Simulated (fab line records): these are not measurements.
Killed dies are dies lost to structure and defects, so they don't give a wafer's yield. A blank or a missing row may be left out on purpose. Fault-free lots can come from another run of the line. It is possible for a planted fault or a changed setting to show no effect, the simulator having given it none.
Comparing a struck lot with a sound one ; flow nandHarc ; 14 steps out of a route of 1302
Sound: these wafers, L412.3, L412.4, L412.6. Struck: wafers L411.1, L411.5, L411.6. Last of all comes the cause.
Each step with rows lists, per side, the tool, then ch with its chambers, then its first start. Under that, the readings that differ: sound wafers ; struck wafers ; difference of the means ; sigmas: that difference in standard deviations of wafers without a fault.
alike: readings with means less than 2 such deviations apart, plus words and numbers identical on both sides. not compared: withheld readings, readings lacking a value on some wafer, bounds such as >300 that could conceal the same value, and numbers that have no deviation in the record and whose values overlap.
The two part at a step that has a row with sigmas, a row that says differs or no value, or rows on one side only. Non-overlapping numbers with no deviation appear without sigmas and do not part them. A reading that every wafer of one side lacks parts them only if that side has two wafers or more.

first, 1 step without rows for these wafers: NHARC_A_ONON_D2_DEP_19 (target thk 1000 nm).
NHARC_A_ONON_D2_THK_MEAS_21: measures by ellipsometry.
  sound: filmMetro-02 at day 13 04:50; struck: filmMetro-01 at day 12 22:59
  alike: thkNm
after that, 1 step with no rows for these wafers: NHARC_A_ONON_D2_DEP_22 (target thk 1000 nm).
NHARC_A_ONON_D2_THK_MEAS_24: measures by ellipsometry.
  sound: filmMetro-02 at day 13 05:24; struck: filmMetro-02 at day 12 23:34
  alike: thkNm
after that, 1 step with no rows for these wafers: NHARC_A_ONON_D2_DEP_25 (target thk 1000 nm).
NHARC_A_ONON_D2_THK_MEAS_27: measures by ellipsometry.
  sound: filmMetro-02 at day 13 06:00; struck: filmMetro-01 at day 13 00:07
  alike: thkNm
after that, 1 step with no rows for these wafers: NHARC_A_ONON_D2_DEP_28 (target thk 1000 nm).
NHARC_A_ONON_D2_THK_MEAS_30: measures by ellipsometry.
  sound: filmMetro-01 at day 13 06:34; struck: filmMetro-01 at day 13 00:41
  alike: thkNm
NHARC_A_ONON_D2_DEP_33: deposits SiO2, target thk 200 nm.
  sound on pecvd-04 ch 0,1,2, day 13 06:43; struck on pecvd-03 ch 1,2, day 13 00:47
  alike: flowSccm, heaterPowerOuterW, heaterPowerW, throttleValvePct
NHARC_A_ONON_D2_THK_MEAS_34: measures by ellipsometry.
  sound: filmMetro-01 at day 13 07:02; struck: filmMetro-02 at day 13 01:09
  alike: thkNm
NHARC_A_ONON_D2_INSPECT_32:
  sound: defectInspect-02 at day 13 07:07; struck: defectInspect-01 at day 13 01:14
  alike: rawDefectCount
NHARC_A_CHANNEL_HOLE_D2_DEP_00: deposits aC, target thk 3100 nm.
  sound on aclDep-01 ch 0, day 13 07:54; struck on aclDep-01 ch 0, day 13 07:16
  alike: throttleValvePct
NHARC_A_CHANNEL_HOLE_D2_DEP_01: deposits SiON, target thk 140 nm.
  sound on pecvd-03 ch 0,1,2, day 13 09:13; struck on pecvd-01 ch 0,1, day 13 09:12
  alike: heaterPowerOuterW, heaterPowerW
-- break in the record here, with 11 days between the starts of the struck wafers on either side (left off in module A_CHANNEL_HOLE_D2, picked up again in module END, where the first step shown is number 1302 on the route) --
NHARC_END_SORT_01:
  at this point the record logs the struck wafers (prober-02 ch 0, day 24 19:33) and has no rows for the sound ones

== WHERE THEY PART ==
NHARC_END_SORT_01 only, going by this record.

WHY: what the simulator had put in
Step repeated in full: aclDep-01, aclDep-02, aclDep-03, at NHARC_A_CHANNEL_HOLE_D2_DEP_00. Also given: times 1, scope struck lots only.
